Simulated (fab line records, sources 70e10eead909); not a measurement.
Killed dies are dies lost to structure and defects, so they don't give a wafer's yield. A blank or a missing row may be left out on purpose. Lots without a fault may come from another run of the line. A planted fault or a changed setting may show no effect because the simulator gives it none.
fab line records | flow nand_harc
record lots=10 wafers=30 last_day=24
route steps=1159 shown A_CHANNEL_FILL_D1@493 A_BONDPAD@1084 THIN_TSV@1132 END@1159
lots that met no fault: from a run of the same line without faults
start_h: hours from the record's first day to the start of the lot's first wafer shown | wait_h: hours since the lot's step before | " the same as in the row above | L1.1+2: a row that stands for several wafers | - no value, or no start given | * or withheld: withheld | < > ~ a bound
route shown NAME@n: a module of which the file shows steps, and the number in the route of the first | usual: mean/standard deviation of fault-free wafers | same: alike in all rows | chamber/n: place in a boat | sites: the reading at each site | _std_site: their standard deviation | _edge_site: outer sites' mean less inner sites' | radius_mm: how far each site lies from the wafer's centre | mask NAME#n: copy n | behind: the tool/chamber that last shaped the wafer | hold: why the lot was held/for how many hours/how that ended | device: the transistor (n, p or np) that didn't switch | end of line: the same wafers' tests at the end of the route | a step without rows: its recipe alone | killed: dies lost to structure and defects at the first sort, not the wafer's yield | map: a wafer's dies, x killed, . not, _ none there
set.NAME: the setting as run; set.NAME@STEP: as run at that earlier step | model.NAME: the simulator's own value behind a step, which no gauge read
steps of the route over a sample of lots; a table a step, a row a wafer
services: from which hour (start_h, from the record's first day; less than 0 if before it) a tool's chamber was out of use, for how many hours, and why
## steps
# step NHARC_A_CHANNEL_FILL_D1_ALD_03
# recipe target_thk_a=60 pulse_time_s=60 ald_cycles=58 temp_c=630 pressure_torr=2 material=SiNx
# usual precursor_pulse_height_rel=1.000/0.019
# columns lot.wafer tool chamber start_h wait_h precursor_pulse_height_rel
L460.3 ald_sin_batch-03 0 188.98 - 1.009
L460.4 " 0 " " 1.000
L460.5 " 0 " " 1.002
L461.1 ald_sin_batch-01 0 202.60 - 1.004
L461.3 " 0 " " 1.007
L461.6 " 0 " " 0.999
L462.1 ald_sin_batch-01 0 202.60 - 1.006
L462.2 " 0 " " 0.986
L462.5 " 0 " " 1.004
L463.1 ald_sin_batch-02 0 215.39 - 1.003
L463.3 " 0 " " 1.030
L463.5 " 0 " " 1.015
L464.2 ald_sin_batch-02 0 215.39 - 0.993
L464.5 " 0 " " 0.992
L464.6 " 0 " " 0.956
L465.1 ald_sin_batch-01 0 219.59 - 1.018
L465.2 " 0 " " 0.983
L465.6 " 0 " " 1.019
L466.1 ald_sin_batch-02 0 228.54 - 0.996
L466.4 " 0 " " 1.005
L466.5 " 0 " " 1.008
L467.2 ald_sin_batch-02 0 228.54 - 0.968
L467.3 " 0 " " 1.027
L467.4 " 0 " " 0.997
L471.3 ald_sin_batch-01 0 291.19 - 1.019
L471.4 " 0 " " 0.977
L471.5 " 0 " " 1.003
L474.1 ald_sin_batch-01 0 295.37 - 0.998
L474.3 " 0 " " 1.021
L474.6 " 0 " " 1.004
# step NHARC_A_BONDPAD_PVD_17
# recipe target_thk_a=50 bias_v=168.6 power_w=15000 chamber_pressure_pa=0.12 time_s=8.06 substrate_temp_c=50 material=TaN
# usual throttle_valve_pct=29.5/0.96
# columns lot.wafer tool chamber start_h wait_h throttle_valve_pct
L460.3 pvd_sputter-02 - - - 29.5
L460.4 " - " " 29.3
L460.5 " - " " 29.5
L461.3 pvd_sputter-01 - - - 30.0
L461.1 " - " " 28.8
L461.6 " - " " 28.6
L462.1 pvd_sputter-02 - - - 29.5
L462.2 " - " " 29.3
L462.5 " - " " 29.3
L464.2 pvd_sputter-03 - - - 30.0
L464.6 " - " " 30.0
L464.5 " - " " 28.9
L463.1 pvd_sputter-01 - - - 30.0
L463.3 " - " " 28.4
L463.5 " - " " 30.0
L465.1 pvd_sputter-01 - - - 29.0
L465.2 " - " " 28.5
L465.6 " - " " 30.1
L466.1 pvd_sputter-02 - - - 29.6
L466.4 " - " " 29.3
L466.5 " - " " 29.5
L467.3 pvd_sputter-03 - - - 30.2
L467.4 " - " " 30.5
L467.2 " - " " 27.9
L471.3 pvd_sputter-02 - - - 29.7
L471.4 " - " " 29.2
L471.5 " - " " 29.9
L474.3 pvd_sputter-03 - - - 28.2
L474.1 " - " " 30.3
L474.6 " - " " 28.0
# step NHARC_A_BONDPAD_PVD_27
# recipe target_thk_a=300 chamber_pressure_pa=5 power_w=5000 substrate_temp_c=30 time_s=20.49 material=Cu
# usual throttle_valve_pct=29.5/0.96
# columns lot.wafer tool chamber start_h wait_h throttle_valve_pct
L460.3 pvd_sputter-02 - - - 29.3
L460.4 " - " " 29.0
L460.5 " - " " 29.6
L461.1 pvd_sputter-01 - - - 28.6
L461.3 " - " " 28.6
L461.6 " - " " 28.4
L462.1 pvd_sputter-02 - - - 29.1
L462.2 " - " " 29.4
L462.5 " - " " 29.2
L464.2 pvd_sputter-03 - - - 30.0
L464.6 " - " " 29.5
L464.5 " - " " 30.0
L463.3 pvd_sputter-01 - - - 29.6
L463.1 " - " " 28.8
L463.5 " - " " 31.2
L465.1 pvd_sputter-01 - - - 29.2
L465.2 " - " " 31.1
L465.6 " - " " 28.5
L466.4 pvd_sputter-02 - - - 29.5
L466.1 " - " " 29.1
L466.5 " - " " 29.6
L467.2 pvd_sputter-03 - - - 29.0
L467.3 " - " " 28.0
L467.4 " - " " 30.4
L471.3 pvd_sputter-02 - - - 29.4
L471.4 " - " " 29.1
L471.5 " - " " 29.2
L474.1 pvd_sputter-03 - - - 30.2
L474.3 " - " " 27.8
L474.6 " - " " 30.4
# step NHARC_THIN_TSV_ANNEAL_52
# recipe temp_c=225 time_s=90
# usual wafer_temp_C_max=226.13/0.25
# columns lot.wafer tool chamber start_h wait_h wafer_temp_C_max
L460.3 rtp_anneal-02 0 449.03 0.5 226.03
L460.4 " 0 " " 226.23
L460.5 " 0 " " 226.39
L461.1 rtp_anneal-02 0 454.50 0.6 226.61
L461.3 " 0 " " 226.49
L461.6 " 0 " " 226.35
L462.1 rtp_anneal-02 0 455.57 0.7 225.83
L462.2 " 0 " " 226.41
L462.5 " 0 " " 225.87
L464.2 rtp_anneal-02 0 476.13 0.7 226.45
L464.5 " 0 " " 225.60
L464.6 " 0 " " 226.44
L463.1 rtp_anneal-01 0 477.09 0.5 226.29
L463.3 " 0 " " 226.21
L463.5 " 0 " " 226.11
L465.1 rtp_anneal-01 0 483.82 0.6 226.16
L465.2 " 0 " " 225.92
L465.6 " 0 " " 226.09
L466.1 rtp_anneal-02 0 484.41 0.6 226.20
L466.4 " 0 " " 225.91
L466.5 " 0 " " 226.17
L467.2 rtp_anneal-01 0 485.52 0.6 226.09
L467.3 " 0 " " 226.12
L467.4 " 0 " " 225.90
L471.3 rtp_anneal-02 0 551.84 0.4 226.49
L471.4 " 0 " " 225.76
L471.5 " 0 " " 225.65
L474.1 rtp_anneal-01 0 552.62 0.6 226.04
L474.3 " 0 " " 226.09
L474.6 " 0 " " 226.49
# step NHARC_END_SORT_01
# recipe temp_c=25
# usual killed_at_array=27/12 killed_at_other=0.5/0.9 killed_at_periphery=3.7/2.7 killed_dies=31/12 killed_open=3.3/2 killed_short=2.0/1.4
# same gross_dies=677
# columns lot.wafer tool chamber start_h wait_h killed_at_array killed_at_other killed_at_periphery killed_dies killed_open killed_short
L474.1 prober-01 0 563.00 2.5 116 0 2 118 2 2
L474.3 prober-01 0 564.62 3.1 118 0 1 119 3 0
L474.6 prober-01 0 567.05 4.1 122 0 2 124 3 1
L471.3 prober-02 0 564.55 3.1 119 2 0 121 2 1
L471.4 prober-02 0 565.35 3.4 114 0 4 118 3 2
L471.5 prober-02 0 566.15 3.7 120 0 3 123 5 2
# killed by level:class
L474.1 A_CHANNEL_FILL_D1:unspecified=89 A_CHANNEL_HOLE_D1:chamber_film_flake=17 A_STAIRCASE:chamber_film_flake=3 A_CONTACT:chamber_film_flake=3 P_STI:geometric_particle:short=1 P_CONTACT:geometric_particle:open=1 A_ONON_D1:geometric_particle:short=1 A_ONON_D1:geometric_particle:open=1
L471.3 A_CHANNEL_FILL_D1:unspecified=93 A_CHANNEL_HOLE_D1:chamber_film_flake=18 A_WL_FILL:chamber_film_flake=2 THIN_TSV:chamber_film_flake=2 A_STAIRCASE:geometric_particle:open=1 A_CONTACT:geometric_particle:open=1 A_CONTACT:geometric_particle:short=1 A_ZERO_WELL:chamber_film_flake=1
L474.3 A_CHANNEL_FILL_D1:unspecified=88 A_CHANNEL_HOLE_D1:chamber_film_flake=21 A_CONTACT:geometric_particle:open=2 A_STAIRCASE:chamber_film_flake=2 A_CHANNEL_FILL_D1:chamber_film_flake=2 P_M0:geometric_particle:open=1 A_WL_FILL:chamber_film_flake=1 A_CONTACT:chamber_film_flake=1
L471.4 A_CHANNEL_FILL_D1:unspecified=88 A_CHANNEL_HOLE_D1:chamber_film_flake=20 P_ZERO_WELL:chamber_film_flake=2 A_WL_FILL:chamber_film_flake=2 P_GATE:geometric_particle:open=1 A_CHANNEL_FILL_D1:geometric_particle:short=1 A_CHANNEL_FILL_D1:geometric_particle:open=1 A_CONTACT:geometric_particle:short=1
L471.5 A_CHANNEL_FILL_D1:unspecified=88 A_CHANNEL_HOLE_D1:chamber_film_flake=20 A_CONTACT:chamber_film_flake=4 A_CONTACT:geometric_particle:open=3 P_GATE:chamber_film_flake=2 P_M1:geometric_particle:open=1 A_CHANNEL_HOLE_D1:geometric_particle:open=1 A_CHANNEL_FILL_D1:geometric_particle:short=1
L474.6 A_CHANNEL_FILL_D1:unspecified=89 A_CHANNEL_HOLE_D1:chamber_film_flake=22 A_CONTACT:chamber_film_flake=3 A_BLC:geometric_particle:open=2 A_CHANNEL_FILL_D1:geometric_particle:short=1 A_CONTACT:geometric_particle:open=1 P_STI:chamber_film_flake=1 P_GATE:chamber_film_flake=1
## services
# columns tool chamber start_h hours kind
pvd_sputter-01 - 165.19 10.0 pm
pvd_sputter-03 - 180.46 4.8 repair
pvd_sputter-03 - 191.94 1.0 repair
pvd_sputter-02 - 214.00 10.0 pm
ald_sin_batch-02 - 225.19 1.5 repair
pvd_sputter-03 - 280.02 10.0 pm
rtp_anneal-02 - 300.00 12.0 pm
ald_sin_batch-03 - 314.00 26.0 pm
pvd_sputter-01 - 343.19 10.0 pm
pvd_sputter-02 - 392.00 10.0 pm
ald_sin_batch-01 - 394.31 10.1 repair
pvd_sputter-01 - 439.33 12.3 repair
pvd_sputter-03 - 458.02 10.0 pm
pvd_sputter-02 - 480.80 6.0 repair
ald_sin_batch-01 - 502.86 10.0 repair
pvd_sputter-03 - 507.27 4.3 repair
pvd_sputter-01 - 521.19 10.0 pm
## key
first_sign step=NHARC_END_SORT_01 reading=killed_at_array direction=up sigmas=7.9 usual=27 struck=118
effect step=NHARC_END_SORT_01 reading=killed_dies direction=up sigmas=7.4 usual=31 struck=120
more_kills_born_at NHARC_A_CHANNEL_FILL_D1_ALD_03@ald_sin_batch-01=535
met_at NHARC_A_CHANNEL_FILL_D1_ALD_03
struck_lots L471,L474
tester_left_out L471,L474
not_acting_at NHARC_A_BONDPAD_PVD_17,NHARC_A_BONDPAD_PVD_27,NHARC_THIN_TSV_ANNEAL_52
onset_between 219.59 291.19
also_fits time
fault kind=chamber_particle_source tool=ald_sin_batch-01 chamber=- onset_h=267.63 steps=NHARC_A_CHANNEL_FILL_D1_ALD_03 rate_per_visit_cm2=2.2095 end_h=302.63
# tester_left_out: of these lots the tester's yield and bins aren't shown, on N5 and GAA mostly nor the transistor test; their killed dies are dies lost to structure and defects alone, not to doping, threshold or leakage, so they don't give the yield
